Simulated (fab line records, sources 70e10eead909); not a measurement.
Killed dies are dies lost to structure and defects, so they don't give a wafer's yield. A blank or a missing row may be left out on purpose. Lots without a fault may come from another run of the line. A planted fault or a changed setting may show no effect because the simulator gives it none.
fab line records | flow nand_harc | part 2 of 2: steps 28 to 36 of 36
record lots=5 wafers=15 last_day=33
route steps=1302 shown P_M1@308 P_M2@318
lots that met no fault: from a run of the same line without faults
start_h: hours from the record's first day to the start of the lot's first wafer shown | wait_h: hours since the lot's step before | " the same as in the row above | L1.1+2: a row that stands for several wafers | - no value, or no start given | * or withheld: withheld | < > ~ a bound
route shown NAME@n: a module of which the file shows steps, and the number in the route of the first | usual: mean/standard deviation of fault-free wafers | same: alike in all rows | chamber/n: place in a boat | sites: the reading at each site | _std_site: their standard deviation | _edge_site: outer sites' mean less inner sites' | radius_mm: how far each site lies from the wafer's centre | mask NAME#n: copy n | behind: the tool/chamber that last shaped the wafer | hold: why the lot was held/for how many hours/how that ended | device: the transistor (n, p or np) that didn't switch | end of line: the same wafers' tests at the end of the route | a step without rows: its recipe alone | killed: dies lost to structure and defects at the first sort, not the wafer's yield | map: a wafer's dies, x killed, . not, _ none there
set.NAME: the setting as run; set.NAME@STEP: as run at that earlier step | model.NAME: the simulator's own value behind a step, which no gauge read
lots at some steps of the route; a table a step, a row a wafer
services: from which hour (start_h, from the record's first day; less than 0 if before it) a tool's chamber was out of use, for how many hours, and why
## steps
# step NHARC_P_M2_ETCH_28
# recipe target_depth_a=300 over_etch_frac=0.3 time_s=72.99 ion_energy_ev=150 cf4_flow_sccm=50 n2_flow_sccm=100 ar_flow_sccm=150 rf_w=300 bias_w=100 chemistry=CF4/N2
# usual drypump_motor_current_A=5.6/0.5 oes_product_au=1.002/0.0079 rf_fwd_power_W=297.5/1.1 rf_vpp_V=315.0/2 showerhead_plenum_p_Torr=2.68/0.11 throttle_valve_pct=19.794/0.0087
# columns lot.wafer tool chamber start_h wait_h drypump_motor_current_A oes_product_au rf_fwd_power_W rf_hours_counter_h rf_vpp_V showerhead_plenum_p_Torr throttle_valve_pct
L074.3 rie_diel-13 0 - - 6.1 0.995 295.5 6.0 313.6 2.64 19.789
L074.1 " 2 " " 4.9 1.011 298.1 6.1 312.9 2.60 19.802
L074.6 " 3 " " 5.1 0.996 299.4 - 317.8 2.82 19.781
L085.2 rie_diel-13 1 - - 6.1 1.007 297.0 4.1 319.5 2.82 19.793
L085.3 " 0 " " 6.0 0.999 295.8 4.3 313.9 2.64 19.801
L085.5 " 2 " " 4.9 0.985 298.8 - 313.7 2.60 19.789
L086.1 rie_diel-12 0 - - 5.1 0.997 298.2 8.7 310.3 2.46 19.776
L086.2 " 2 " " 5.8 1.012 297.7 8.0 314.8 2.67 19.788
L086.5 " 0 " " 5.1 1.009 298.3 - 310.5 2.46 19.802
L091.4 rie_diel-12 1 - - 5.4 1.007 296.9 0.2 314.7 2.62 19.802
L091.1 " 2 " " 5.8 1.002 299.2 0.2 314.0 2.67 19.789
L091.3 " 3 " " 6.2 1.008 296.1 0.3 312.8 2.61 19.799
L097.4 rie_diel-13 0 - - 6.1 0.998 296.8 0.4 313.6 2.64 19.800
L097.2 " 3 " " 5.1 0.988 297.6 0.3 317.6 2.82 19.794
L097.6 " 0 " " 6.1 0.991 296.9 - 313.5 2.64 19.800
# step NHARC_P_M2_STRIP_19
# recipe time_s=600 temp_c=30 chemistry=post_etch_residue_remover
# usual bath_heat_duty_pct=13.2/1.5 temp_c=30.00/0.094
# columns lot.wafer tool chamber start_h wait_h bath_heat_duty_pct temp_c
L074.6 wet_bench-10 1 134.80 - 11.3 29.88
L074.3 " 3 " " 13.8 30.00
L074.1 " 4 " " 12.9 30.17
L085.3 wet_bench-08 1 249.79 - 13.4 30.11
L085.2 " 3 " " 14.4 29.93
L085.5 " 5 " " 14.5 29.82
L086.1 wet_bench-10 0 253.53 - 11.3 30.06
L086.2 " 1 " " 11.0 30.03
L086.5 " 5 " " 15.5 29.97
L091.1 wet_bench-10 1 298.23 - 11.8 29.94
L091.3 " 2 " " 10.9 29.96
L091.4 " 4 " " 14.8 30.06
L097.2 wet_bench-08 5 360.11 - 13.8 29.99
L097.6 " 6 " " 12.7 29.95
L097.4 " 7 " " 13.0 30.13
# step NHARC_P_M2_DEGAS_29
# recipe temp_c=250 time_s=60
# usual heater_power_w=327/40
# columns lot.wafer tool chamber start_h wait_h heater_power_w
L074.1 pvd_sputter-02 - 135.07 - 324
L074.3 " - " " 293
L074.6 " - " " 315
L085.2 pvd_sputter-03 - 250.06 - 311
L085.3 " - " " 329
L085.5 " - " " 307
L086.1 pvd_sputter-01 - 253.81 - 357
L086.2 " - " " 357
L086.5 " - " " 352
L091.4 pvd_sputter-03 - 298.49 - 381
L091.3 " - " " 267
L091.1 " - " " 311
L097.4 pvd_sputter-02 - 360.37 - 318
L097.2 " - " " 320
L097.6 " - " " 297
# step NHARC_P_M2_PRE_CLEAN_30
# recipe time_s=30 temp_c=280 gas=H2/He
# usual heater_power_w=405/52
# columns lot.wafer tool chamber start_h wait_h heater_power_w
L074.3 pvd_sputter-02 - - - 545
L074.1 " - " " 371
L074.6 " - " " 383
L085.3 pvd_sputter-03 - - - 397
L085.2 " - " " 462
L085.5 " - " " 454
L086.2 pvd_sputter-01 - - - 368
L086.1 " - " " 419
L086.5 " - " " 452
L091.3 pvd_sputter-03 - - - 337
L091.4 " - " " 377
L091.1 " - " " 402
L097.4 pvd_sputter-02 - - - 354
L097.2 " - " " 385
L097.6 " - " " 371
# step NHARC_P_M2_PVD_20
# recipe target_thk_a=50 bias_v=168.6 power_w=15000 chamber_pressure_pa=0.12 time_s=8.06 substrate_temp_c=50 material=TaN
# usual throttle_valve_pct=29.9/0.73
# columns lot.wafer tool chamber start_h wait_h throttle_valve_pct
L074.3 pvd_sputter-02 - - - 31.0
L074.1 " - " " 30.1
L074.6 " - " " 31.1
L085.2 pvd_sputter-03 - - - 28.9
L085.3 " - " " 28.7
L085.5 " - " " 29.3
L086.2 pvd_sputter-01 - - - 30.3
L086.1 " - " " 30.4
L086.5 " - " " 29.6
L091.4 pvd_sputter-03 - - - 30.1
L091.3 " - " " 28.6
L091.1 " - " " 29.5
L097.4 pvd_sputter-02 - - - 30.3
L097.2 " - " " 31.1
L097.6 " - " " 30.3
# step NHARC_P_M2_PVD_21
# recipe target_thk_a=300 chamber_pressure_pa=5 power_w=5000 substrate_temp_c=30 time_s=20.49 material=Cu
# usual throttle_valve_pct=29.9/0.77
# columns lot.wafer tool chamber start_h wait_h throttle_valve_pct
L074.3 pvd_sputter-02 - - - 30.3
L074.1 " - " " 31.2
L074.6 " - " " 31.0
L085.2 pvd_sputter-03 - - - 30.1
L085.3 " - " " 28.6
L085.5 " - " " 30.0
L086.1 pvd_sputter-01 - - - 30.2
L086.2 " - " " 30.4
L086.5 " - " " 30.0
L091.1 pvd_sputter-03 - - - 29.6
L091.4 " - " " 29.0
L091.3 " - " " 28.5
L097.4 pvd_sputter-02 - - - 30.1
L097.2 " - " " 30.2
L097.6 " - " " 30.4
# step NHARC_P_M2_ECD_22
# recipe target_thk_a=4000 bath_temp_c=25 material=Cu
# usual bath_heat_duty_pct=6.3/0.78
# columns lot.wafer tool chamber start_h wait_h bath_heat_duty_pct
L074.1 ecd_cu-01 0 135.42 - 6.0
L074.3 " 0 " " 5.5
L074.6 " 1 " " 7.3
L085.2 ecd_cu-01 0 251.58 - 4.9
L085.3 " 1 " " 7.0
L085.5 " 0 " " 5.3
L086.1 ecd_cu-01 0 254.16 - 5.8
L086.2 " 1 " " 7.0
L086.5 " 1 " " 7.3
L091.1 ecd_cu-02 1 298.90 - 6.8
L091.4 " 0 " " 5.6
L091.3 " 1 " " 6.6
L097.2 ecd_cu-01 0 360.79 - 6.2
L097.4 " 1 " " 6.8
L097.6 " 1 " " 6.7
# step NHARC_P_M2_ANNEAL_31
# recipe temp_c=225 time_s=90
# usual wafer_temp_C_max=225.93/0.25
# columns lot.wafer tool chamber start_h wait_h wafer_temp_C_max
L074.1 rtp_anneal-02 0 135.80 - 225.75
L074.3 " 0 " " 225.63
L074.6 " 0 " " 225.38
L085.2 rtp_anneal-02 0 251.96 0.3 225.41
L085.3 " 0 " " 225.66
L085.5 " 0 " " 225.71
L086.1 rtp_anneal-02 0 254.53 - 225.62
L086.2 " 0 " " 225.42
L086.5 " 0 " " 226.02
L091.1 rtp_anneal-01 0 299.23 - 225.76
L091.3 " 0 " " 226.11
L091.4 " 0 " " 226.04
L097.2 rtp_anneal-02 0 361.17 0.3 225.81
L097.4 " 0 " " 225.79
L097.6 " 0 " " 225.81
# step NHARC_P_M2_CMP_23
# recipe t_overpolish_s=20 target_thk_nm=144.3
# usual motor_current_A=12.7/0.71 time_to_endpoint_s=28.9/2.5
# same t_overpolish_s=20
# columns lot.wafer tool chamber start_h wait_h motor_current_A time_to_endpoint_s
L074.1 cmp-03 1 136.20 - 11.9 31.6
L074.3 " 2 " " 12.0 29.7
L074.6 " 0 " " 12.8 35.0
L085.2 cmp-03 3 252.29 - 12.2 33.0
L085.3 " 1 " " 11.5 28.9
L085.5 " 2 " " 12.7 30.8
L086.1 cmp-03 0 254.93 - 12.9 32.0
L086.2 " 1 " " 12.5 30.3
L086.5 " 3 " " 12.4 30.2
L091.1 cmp-01 3 299.58 - 12.3 28.2
L091.3 " 0 " " 12.7 28.2
L091.4 " 1 " " 12.2 29.0
L097.2 cmp-02 3 361.52 - 13.1 31.8
L097.4 " 0 " " 11.5 29.2
L097.6 " 2 " " 13.9 29.1
## services
# columns tool chamber start_h hours kind
litho_track-01 - 155.00 7.0 pm
ecd_cu-01 - 160.00 8.0 pm
rie_diel-13 - 165.00 9.0 pm
pvd_sputter-02 - 167.47 2.3 repair
rie_diel-12 0 177.55 8.0 repair
litho_track-06 - 179.00 7.0 pm
pecvd-03 - 185.00 13.0 pm
ecd_cu-01 - 190.96 2.7 repair
litho_track-04 - 203.00 7.0 pm
pvd_sputter-03 - 205.36 10.0 pm
rie_diel-12 2 231.05 7.4 repair
pvd_sputter-03 - 235.59 1.8 repair
pecvd-03 0 237.07 6.9 repair
rie_diel-12 0 266.02 2.6 repair
rie_diel-12 - 268.40 9.0 pm
pvd_sputter-02 - 282.00 10.0 pm
rie_diel-13 0 315.73 1.5 repair
rie_diel-12 1 319.98 4.8 repair
pvd_sputter-03 - 320.54 1.9 repair
litho_track-01 - 330.00 7.0 pm
rie_diel-12 2 330.61 3.5 repair
rie_diel-12 - 337.84 1.1 repair
rie_diel-13 - 342.00 9.0 pm
litho_track-06 - 354.00 7.0 pm
